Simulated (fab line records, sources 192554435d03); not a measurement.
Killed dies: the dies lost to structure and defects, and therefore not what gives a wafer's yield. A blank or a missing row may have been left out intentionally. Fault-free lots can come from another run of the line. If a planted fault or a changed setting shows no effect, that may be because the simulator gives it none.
Which of the tools did it? | flow n5 finfet | 15 lots with 44 wafers sampled at 6 steps, on a route of 1938 steps

## WHAT THE GAUGES SHOWED, per wafer
N5_MOL_CONTACT_COAG_INSPECT_97: inspects for defects (darkfield).
lot  | measured     | on                | raw defect count
L960 | day 5 14:59  | defect inspect-01 | 39 13 21
L963 | day 6 12:46  | defect inspect-02 | 23 25 34
L965 | day 6 18:46  | defect inspect-02 | 50 41 34
L966 | day 7 00:24  | defect inspect-02 | 47 26
L967 | day 7 11:40  | defect inspect-01 | 31 46 45
L968 | day 7 16:46  | defect inspect-01 | 33 44 25
L970 | day 8 06:40  | defect inspect-01 | 17 19 18
L972 | day 9 01:40  | defect inspect-01 | 44 39 21
L973 | day 9 04:43  | defect inspect-01 | 29 28 31
L977 | day 10 00:44 | defect inspect-02 | 40 32 23
L978 | day 10 06:20 | defect inspect-01 | 43 39 53
L979 | day 10 13:28 | defect inspect-02 | 38 48 17
L980 | day 10 16:32 | defect inspect-01 | 30 38 55
L981 | day 10 19:34 | defect inspect-02 | 29 22 27
L982 | day 11 07:34 | defect inspect-01 | 17 52 24

N5_BEOL_M0_SAQP_CD_MEAS_29: the cd target is 14.4 nm.
lot  | measured     | on        | cd nm (nm)
L960 | day 5 22:29  | cd sem-02 | 14.88 14.97 14.70
L963 | day 6 17:38  | cd sem-03 | 14.73 15.20 15.01
L965 | day 7 01:12  | cd sem-01 | 15.02 14.86 14.90
L966 | day 7 07:25  | cd sem-02 | 15.12 14.78
L967 | day 7 16:32  | cd sem-01 | 15.16 15.20 14.95
L968 | day 8 01:49  | cd sem-03 | 15.37 15.32 15.13
L970 | day 8 14:16  | cd sem-03 | - - -
L972 | day 9 07:48  | cd sem-02 | - - -
L973 | day 9 11:37  | cd sem-01 | - - -
L977 | day 10 08:02 | cd sem-01 | 14.88 15.17 15.22
L978 | day 10 11:46 | cd sem-02 | 15.17 14.99 14.87
L979 | day 10 20:37 | cd sem-01 | 14.91 15.23 14.77
L980 | day 10 22:11 | cd sem-03 | 14.83 15.09 14.90
L981 | day 11 02:22 | cd sem-03 | 14.41 15.24 15.47
L982 | day 11 16:05 | cd sem-01 | 14.87 14.82 15.04

N5_BEOL_M4_RC_MEAS_101.
lot  | measured     | on        | DIBL_N (mV/V)  | DIBL_P (mV/V)  | IOFF_N (nA/um) | IOFF_P (nA/um) | ION_N (uA/um) | ION_P (uA/um) | SS_N (mV/dec)  | SS_P (mV/dec)  | VT_N (mV)   | VT_P (mV)
L960 | day 10 13:54 | prober-01 | 36.1 37.5 37.3 | 36.0 37.2 38.1 | 0.16 0.19 0.18 | 0.21 0.23 0.24 | 678 689 684   | 468 465 471   | 71.3 71.9 71.9 | 73.6 73.3 73.5 | 247 245 245 | -248 -249 -250
L963 | day 10 21:41 | prober-02 | 39.1 34.8 36.4 | 40.2 35.0 37.1 | 0.24 0.13 0.18 | 0.30 0.19 0.23 | 680 659 685   | 467 463 468   | 72.0 71.8 72.3 | 74.4 73.2 73.3 | 245 254 250 | -247 -249 -248
L965 | day 13 10:34 | prober-02 | 35.3 35.4 36.9 | 36.0 36.8 38.3 | 0.17 0.17 0.19 | 0.23 0.25 0.26 | 687 696 679   | 472 477 464   | 71.3 70.7 71.1 | 73.0 73.4 73.2 | 247 248 249 | -247 -247 -247
L966 | day 12 13:52 | prober-01 | 39.5 38.1      | 38.6 37.6      | 0.20 0.16      | 0.24 0.23      | 681 688       | 461 471       | 72.1 71.3      | 72.5 73.8      | 247 249     | -249 -249
L967 | day 13 07:55 | prober-01 | 38.4 38.3 37.5 | 38.6 39.0 37.0 | 0.20 0.21 0.18 | 0.24 0.25 0.22 | 692 705 677   | 471 473 462   | 71.3 71.4 71.6 | 73.9 74.3 73.4 | 246 243 249 | -247 -247 -248
L968 | day 13 16:23 | prober-01 | 36.2 38.7 39.8 | 35.0 38.3 39.8 | 0.14 0.18 0.23 | 0.16 0.22 0.25 | 657 670 679   | 448 455 463   | 71.7 71.6 72.4 | 73.6 74.2 74.3 | 252 249 245 | -256 -253 -249
L977 | day 16 03:49 | prober-02 | 36.9 36.9 36.6 | 37.1 37.8 35.7 | 0.17 0.16 0.16 | 0.22 0.24 0.21 | 685 666 689   | 469 461 467   | 71.9 71.8 71.4 | 73.2 73.5 73.7 | 249 252 250 | -251 -251 -250
L978 | day 15 07:17 | prober-02 | 35.7 37.2 36.7 | 35.7 38.3 36.9 | 0.15 0.19 0.16 | 0.22 0.26 0.21 | 668 687 670   | 463 472 458   | 72.1 72.0 71.7 | 73.2 73.7 74.2 | 249 248 252 | -248 -247 -249
L979 | day 16 07:55 | prober-01 | 36.6 34.4 34.6 | 36.5 34.2 34.8 | 0.17 0.13 0.14 | 0.20 0.17 0.18 | 679 667 679   | 456 457 464   | 71.8 70.5 70.6 | 73.6 72.9 73.1 | 247 251 251 | -254 -253 -252
L980 | day 15 15:10 | prober-01 | 35.7 35.9 35.4 | 37.3 37.6 36.7 | 0.13 0.14 0.13 | 0.16 0.17 0.16 | 671 675 655   | 455 451 441   | 71.9 71.2 71.5 | 73.7 73.8 73.3 | 256 251 251 | -257 -258 -259
L981 | day 16 15:03 | prober-02 | 38.4 39.6 39.7 | 39.5 40.4 40.2 | 0.22 0.26 0.25 | 0.32 0.36 0.35 | 700 719 707   | 492 489 487   | 71.9 72.6 72.2 | 74.2 75.2 74.7 | 243 241 242 | -240 -240 -238
L982 | day 16 17:29 | prober-01 | 35.9 35.7 36.5 | 33.4 34.1 36.1 | 0.13 0.14 0.16 | 0.17 0.18 0.22 | 649 667 661   | 447 449 460   | 71.5 71.5 72.2 | 72.9 73.3 73.4 | 253 248 249 | -255 -253 -251

## WHAT TOOL EACH LOT RAN ON (gives the tool, then ch and the chambers of the sampled wafers, and finally the start)
lot  | N5_MOL_CONTACT_COAG_ETCH_48        | N5_BEOL_M0_SAQP_PECVD_03        | N5_BEOL_M0_SAQP_PECVD_04
L960 | rie diel-05 ch 1,2, day 5 09:23    | pecvd-01 ch 0,1, day 5 16:20    | pecvd-01 ch 0,1, day 5 16:27
L963 | rie diel-05 ch 0,1,2, day 6 08:32  | pecvd-02 ch 0,1,2, day 6 13:19  | pecvd-02 ch 0,1,2, day 6 13:26
L965 | rie diel-03 ch 0,1,2, day 6 14:11  | pecvd-04 ch 1,2, day 6 20:49    | pecvd-04 ch 1,2, day 6 20:56
L966 | rie diel-02 ch 2, day 6 20:17      | pecvd-04 ch 1,2, day 7 02:44    | pecvd-04 ch 1,2, day 7 02:51
L967 | rie diel-05 ch 0,1,2, day 7 07:32  | pecvd-04 ch 0,1,2, day 7 12:29  | pecvd-04 ch 0,1,2, day 7 12:38
L968 | rie diel-02 ch 0,1,3, day 7 12:41  | pecvd-01 ch 0, day 7 19:07      | pecvd-01 ch 0, day 7 19:17
L970 | rie diel-02 ch 1,3, day 8 02:31    | pecvd-04 ch 0,2, day 8 08:02    | pecvd-04 ch 0,2, day 8 08:09
L972 | rie diel-03 ch 0,1,2, day 8 21:35  | pecvd-01 ch 0,1,2, day 9 02:53  | pecvd-01 ch 0,1,2, day 9 03:00
L973 | rie diel-02 ch 0,1,2, day 8 23:22  | pecvd-02 ch 0,1,2, day 9 07:05  | pecvd-02 ch 0,1,2, day 9 07:11
L977 | rie diel-03 ch 0,1,2, day 9 20:37  | pecvd-04 ch 0,1,2, day 10 03:12 | pecvd-04 ch 0,1,2, day 10 03:19
L978 | rie diel-02 ch 0,1,2, day 10 02:14 | pecvd-04 ch 0,1,2, day 10 07:28 | pecvd-04 ch 0,1,2, day 10 07:35
L979 | rie diel-05 ch 1,3, day 10 09:23   | pecvd-01 ch 1,2, day 10 16:03   | pecvd-01 ch 1,2, day 10 16:10
L980 | rie diel-02 ch 0,1, day 10 12:27   | pecvd-01 ch 0,1, day 10 17:52   | pecvd-01 ch 0,1, day 10 17:59
L981 | rie diel-02 ch 1,2,3, day 10 15:24 | pecvd-01 ch 0,1,2, day 10 21:25 | pecvd-01 ch 0,1,2, day 10 21:31
L982 | rie diel-02 ch 1,3, day 11 03:26   | pecvd-01 ch 1,2, day 11 11:07   | pecvd-01 ch 1,2, day 11 11:14
- N5_MOL_CONTACT_COAG_ETCH_48: etches SiOC in C4F6/O2, target depth 15 nm, overetch 4.5 nm, time 17 s.
- N5_BEOL_M0_SAQP_PECVD_03: deposits SiCN from 3MS/NH3, target thk 12 nm, time 21.1 s.
- N5_BEOL_M0_SAQP_PECVD_04: deposits a-Si from SiH4/He, target thk 60 nm, time 60.2 s.

## WHAT THE TOOLS THEMSELVES READ (means of the sampled wafers that have a number; where no wafer has one, the mark that the record gives instead)
N5_MOL_CONTACT_COAG_ETCH_48.
lot  | tool        | drypump motor current A (A) | oes_ar_750_au (a.u.) | oes product au (a.u.) | rf vpp V (V) | showerhead plenum p Torr (Torr) | throttle valve pct (%)
L960 | rie diel-05 | 5.3                         | 0.78                 | 0.66                  | 1574         | 2.83                            | 40.0
L963 | rie diel-05 | 5.8                         | 0.77                 | 0.64                  | 1573         | 2.79                            | 40.3
L965 | rie diel-03 | 5.7                         | 0.76                 | 0.63                  | 1606         | 2.76                            | 40.6
L966 | rie diel-02 | 6.5                         | 0.78                 | 0.68                  | 1626         | 2.72                            | 40.7
L967 | rie diel-05 | 5.8                         | 0.76                 | 0.69                  | 1572         | 2.79                            | 40.3
L968 | rie diel-02 | 5.9                         | 0.87                 | 0.71                  | 1589         | 2.93                            | 40.6
L970 | rie diel-02 | 6.4                         | 0.85                 | 0.75                  | 1582         | 2.91                            | 40.4
L972 | rie diel-03 | 5.7                         | 0.84                 | 0.70                  | 1614         | 2.87                            | 40.6
L973 | rie diel-02 | 5.8                         | 0.83                 | 0.73                  | 1600         | 2.83                            | 40.7
L977 | rie diel-03 | 5.7                         | 0.83                 | 0.72                  | 1614         | 2.86                            | 40.6
L978 | rie diel-02 | 5.8                         | 0.82                 | 0.68                  | 1600         | 2.83                            | 40.7
L979 | rie diel-05 | 5.2                         | 0.71                 | 0.60                  | 1567         | 2.80                            | 40.2
L980 | rie diel-02 | 5.4                         | 0.83                 | 0.69                  | 1594         | 2.93                            | 40.8
L981 | rie diel-02 | 6.3                         | 0.80                 | 0.67                  | 1593         | 2.81                            | 40.5
L982 | rie diel-02 | 6.0                         | 0.83                 | 0.70                  | 1574         | 2.83                            | 40.3

N5_BEOL_M0_SAQP_PECVD_03.
lot  | tool     | chamber pressure Torr (Torr) | rf fwd power W (W) | showerhead plenum p Torr (Torr) | throttle valve pct (%)
L960 | pecvd-01 | 2.994                        | 197.2              | 3.665                           | 8.7
L963 | pecvd-02 | 3.003                        | 199.0              | 3.669                           | 8.6
L965 | pecvd-04 | 3.000                        | 198.9              | 3.657                           | 8.7
L966 | pecvd-04 | 3.002                        | 199.2              | 3.660                           | 8.8
L967 | pecvd-04 | 3.000                        | 199.3              | 3.657                           | 8.8
L968 | pecvd-01 | 2.996                        | 197.3              | 3.663                           | 8.7
L970 | pecvd-04 | -                            | -                  | -                               | -
L972 | pecvd-01 | -                            | -                  | -                               | -
L973 | pecvd-02 | -                            | -                  | -                               | -
L977 | pecvd-04 | 3.000                        | 199.7              | 3.658                           | 8.9
L978 | pecvd-04 | 3.011                        | 198.9              | 3.663                           | 8.9
L979 | pecvd-01 | 2.994                        | 198.6              | 3.655                           | 8.3
L980 | pecvd-01 | 2.999                        | 198.1              | 3.664                           | 8.3
L981 | pecvd-01 | 3.000                        | 198.8              | 3.653                           | 8.1
L982 | pecvd-01 | 2.997                        | 199.0              | 3.647                           | 8.5

N5_BEOL_M0_SAQP_PECVD_04.
lot  | tool     | chamber pressure Torr (Torr) | heater power outer w (W) | heater power w (W) | showerhead plenum p Torr (Torr) | throttle valve pct (%)
L960 | pecvd-01 | 2.994                        | 485                      | 807                | 5.67                            | 17.5
L963 | pecvd-02 | 3.007                        | 397                      | 667                | 5.68                            | 17.1
L965 | pecvd-04 | 2.997                        | 387                      | 664                | 5.65                            | 17.2
L966 | pecvd-04 | 3.001                        | 356                      | 652                | 5.66                            | 17.4
L967 | pecvd-04 | 3.000                        | 427                      | 721                | 5.64                            | 17.8
L968 | pecvd-01 | 2.999                        | 421                      | 706                | 5.67                            | 17.1
L970 | pecvd-04 | 3.007                        | 415                      | 674                | 5.65                            | 17.9
L972 | pecvd-01 | 3.001                        | 406                      | 689                | 5.63                            | 17.9
L973 | pecvd-02 | 3.002                        | 381                      | 656                | 5.68                            | 17.2
L977 | pecvd-04 | 3.003                        | 366                      | 633                | 5.64                            | 17.9
L978 | pecvd-04 | 3.000                        | 396                      | 686                | 5.64                            | 17.8
L979 | pecvd-01 | 3.003                        | 440                      | 712                | 5.63                            | 16.8
L980 | pecvd-01 | 3.000                        | 426                      | 712                | 5.67                            | 16.8
L981 | pecvd-01 | 3.000                        | 426                      | 721                | 5.64                            | 16.9
L982 | pecvd-01 | 2.992                        | 433                      | 724                | 5.59                            | 16.7

## THE ANSWER, worked out from the rows above alone
Rule: the lots themselves supply what counts as usual. Put in order of their means at a reading, lots are off if they are a third of the lots or fewer, leave a main group of 4 or more, and stand apart from it by a gap of 3 or more times the standard deviation of the main group's means; of several such gaps the widest counts. If all means in a main group match to the digits the tables above print for the reading, that group is not used. Also off: a lot with no number at a reading for which 4 or more lots have one. The other lots that the step has rows for count as sound. First the gauges in route order, then the tools' own readings, where a lot's mean is used as printed above. At the first step where some lot is off, the reading lying furthest off is the one used; lots without a number count as furthest.
Off: L970, L972, L973 (N5_BEOL_M0_SAQP_CD_MEAS_29, cd nm). Without a number there: L970, L972, L973. The main group: mean 15.00 nm, standard deviation 0.11.
A tool fits if, at a process step before that reading, it ran every lot that is off, and no sound lot after the first of them. The gauges at N5_BEOL_M0_SAQP_CD_MEAS_29 aren't tried: what is off there is off at N5_BEOL_M0_SAQP_PECVD_03 too, on other tools, and a gauge's error can't cause that. None of those tried fits.

## WHAT THE SIMULATOR HAD PUT IN
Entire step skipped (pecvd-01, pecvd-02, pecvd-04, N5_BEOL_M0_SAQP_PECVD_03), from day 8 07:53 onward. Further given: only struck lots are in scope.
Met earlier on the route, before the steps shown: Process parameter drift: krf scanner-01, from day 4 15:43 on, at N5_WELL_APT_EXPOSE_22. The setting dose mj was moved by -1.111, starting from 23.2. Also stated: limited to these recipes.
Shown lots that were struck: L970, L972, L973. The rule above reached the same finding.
